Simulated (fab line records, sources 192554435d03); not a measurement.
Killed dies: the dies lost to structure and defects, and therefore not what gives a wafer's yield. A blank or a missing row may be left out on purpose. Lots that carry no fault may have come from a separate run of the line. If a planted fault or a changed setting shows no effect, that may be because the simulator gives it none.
Matching of chambers -- flow n5 finfet -- 3 sister chambers for N5_BEOL_M7_PECVD_70 on pecvd-01
The step deposits SiO2 from TEOS/O2, target thk 20 nm, time 22.7 s. 14 wafers are shown with their chamber, then 7 later ones without.

== EACH WAFER AND ITS CHAMBER ==
wafer,chamber,showerhead plenum p Torr (Torr),throttle valve pct (%),heater power w (W)
L075.2,1,8.64,20.6,548
L075.4,2,8.80,21.4,574
L075.5,1,8.65,20.6,557
L074.1,2,8.81,21.7,661
L074.3,1,8.63,20.9,620
L074.5,0,8.82,22.8,813
L077.1,2,8.80,21.8,659
L077.2,0,8.83,22.9,743
L077.4,1,8.64,20.6,591
L084.1,0,8.84,23.2,744
L084.5,2,8.78,21.8,615
L084.6,1,8.64,20.7,621
L085.1,0,8.84,23.0,738
L085.4,1,8.63,20.8,583

SIGNATURES, as means of the wafers listed above
reading,chamber 0,chamber 1,chamber 2,scatter within a chamber
showerhead plenum p Torr,8.8325,8.6383,8.7975,0.00969
throttle valve pct,22.975,20.700,21.675,0.158
heater power w,759.50,586.67,627.25,35.2
Rule: distance of a wafer from a chamber = root of the sum over the readings of ((wafer's reading minus chamber's mean) / reading's scatter) squared. The wafer belongs to the nearest chamber; if the next one is less than 2 further off, it can't be placed. The scatter: take each reading less its chamber's mean, square it, sum over the shown wafers, divide by the number of wafers less the number of chambers, and take the root.

== WAFERS WHOSE CHAMBER IS MISSING ==
wafer,showerhead plenum p Torr (Torr),throttle valve pct (%),heater power w (W)
L085.6,8.84,23.0,741
L086.1,8.80,21.7,667
L086.4,8.85,23.3,813
L086.5,8.64,20.6,576
L091.4,8.63,20.6,596
L091.5,8.81,23.1,723
L091.6,8.80,21.7,680

== EACH ONE'S CHAMBER ==
wafer,from the rows above,in truth
L085.6,0,0
L086.1,2,2
L086.4,0,0
L086.5,1,1
L091.4,1,1
L091.5,0,0
L091.6,2,2
Placed correctly: 7 of 7. Not placeable from these rows: 0. Placed wrongly: 0.
